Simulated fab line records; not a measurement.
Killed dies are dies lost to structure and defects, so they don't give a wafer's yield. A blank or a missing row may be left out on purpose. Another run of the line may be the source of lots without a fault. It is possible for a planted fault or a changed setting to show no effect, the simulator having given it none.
Lot-split experiment -- flow n5 finfet -- route with 1938 steps; 7 lots, 21 wafers read

SPLIT DETAILS
At N5_BEOL_M15_EXPOSE_25 (exposes mask M15, target cd 400 nm), the setting dose mj was moved away from the recipe's 35.5 on 4 of the 21 wafers read, by -4.8% to +6.8%. This setting was run at the recipe's value on the other wafers.

FROM THE SPLIT TO THE READING: what the file shows between them, 3 steps
- N5_BEOL_M15_PEB_26: peb time 90 s
- N5_BEOL_M15_DEVELOP_27: develop time 45 s
- N5_BEOL_M15_HARDBAKE_32: time 120 s

THE READING
Shown in nm: cd nm at N5_BEOL_M15_CD_MEAS_28, with target cd 407.6 nm. Typical for fault-free wafers on this fab line: 408.8 nm, with standard deviation 1.3 nm.

wafer,"tool, chamber at the split",dose mj as run,against the recipe,"cd nm, nm",against lot-mates on the recipe
L074.2,"krf scanner-01, 0",35.5,recipe,408.3,-
L074.3,"krf scanner-01, 0",35.5,recipe,407.5,-
L074.5,"krf scanner-01, 0",35.5,recipe,408.8,-
L081.3,"krf scanner-02, 0",35.5,recipe,410.4,-
L081.4,"krf scanner-02, 0",35.5,recipe,410.0,-
L081.5,"krf scanner-02, 0",35.5,recipe,409.6,-
L084.1,"krf scanner-02, 0",33.8,-4.8%,400.9,-7.7
L084.4,"krf scanner-02, 0",35.5,recipe,409.0,-
L084.6,"krf scanner-02, 0",35.5,recipe,408.1,-
L092.1,"krf scanner-02, 0",37.91,+6.8%,419.8,+9.7
L092.3,"krf scanner-02, 0",37.91,+6.8%,419.1,+9.0
L092.4,"krf scanner-02, 0",35.5,recipe,410.1,-
L088.2,"krf scanner-01, 0",35.5,recipe,408.8,-
L088.5,"krf scanner-01, 0",35.5,recipe,408.0,-
L088.6,"krf scanner-01, 0",35.5,recipe,408.1,-
L089.2,"krf scanner-01, 0",34.19,-3.7%,403.1,-7.2
L089.5,"krf scanner-01, 0",35.5,recipe,408.8,-
L089.6,"krf scanner-01, 0",35.5,recipe,411.8,-
L093.1,"krf scanner-01, 0",35.5,recipe,410.9,-
L093.5,"krf scanner-01, 0",35.5,recipe,409.6,-
L093.6,"krf scanner-01, 0",35.5,recipe,408.4,-

THE FIT
A straight line over all 21 wafers: cd nm changes by +1.57 nm for each +1% of dose mj; r = +0.97; the points scatter about the line by 1.1 nm.
The same after taking each lot's own level away (the mean of its wafers on the recipe; 21 wafers): +1.48 nm for each +1%; r = +0.98; scatter 0.84 nm.
According to that fit, moving dose mj by its largest amount changes the reading by 10 nm.
Across the lots, their own levels run from 408.20 to 410.30 nm, a range of 1.6 times the standard deviation given above.
So the lot-to-lot level changes the slope little: the two slopes agree.
Check: +10 nm against its lot-mates is what the line predicts for one of the wafers moved furthest among these (+6.8%) when that wafer is left out of the fit. Against them it came out at +9.7 nm.

THESE WAFERS: OTHER SPLITS
These wafers also went through other splits before the reading. Each is held against what the fit with the lots' levels taken away leaves over:
other split on the same wafers,wafers away from the commonest value,r with cd nm (lot level and that fit taken away)
N5_BEOL_M12_SPUTTER_44 time s,7,+0.22
N5_BEOL_M14_ILD_DEP_00 time s,4,-0.17

THE WHOLE CHAIN: every reading that the file lists as answering this split, in the file's order
step,what it does,reading,change (the file's fit),r (the file's)
N5_BEOL_M15_CD_MEAS_28,target cd 407.6 nm,cd nm,+1.54 nm for each +1% of the setting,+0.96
N5_BEOL_M15_DESCUM_33,"chemistry O2, time 7.9 s","BEOL_M15.cd nm (the simulator's own value, which no gauge read)",+1.5 nm for each +1% of the setting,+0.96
N5_BEOL_M15_ETCH_61,"etches BARC in N2/H2, target depth 89 nm, overetch 26.7 nm, time 67.9 s","BEOL_M15.cd nm (the simulator's own value, which no gauge read)",+1.6 nm for each +1% of the setting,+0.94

FILE'S OWN FIT
cd nm changes by +1.54 nm for each +1% of dose mj, r = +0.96.
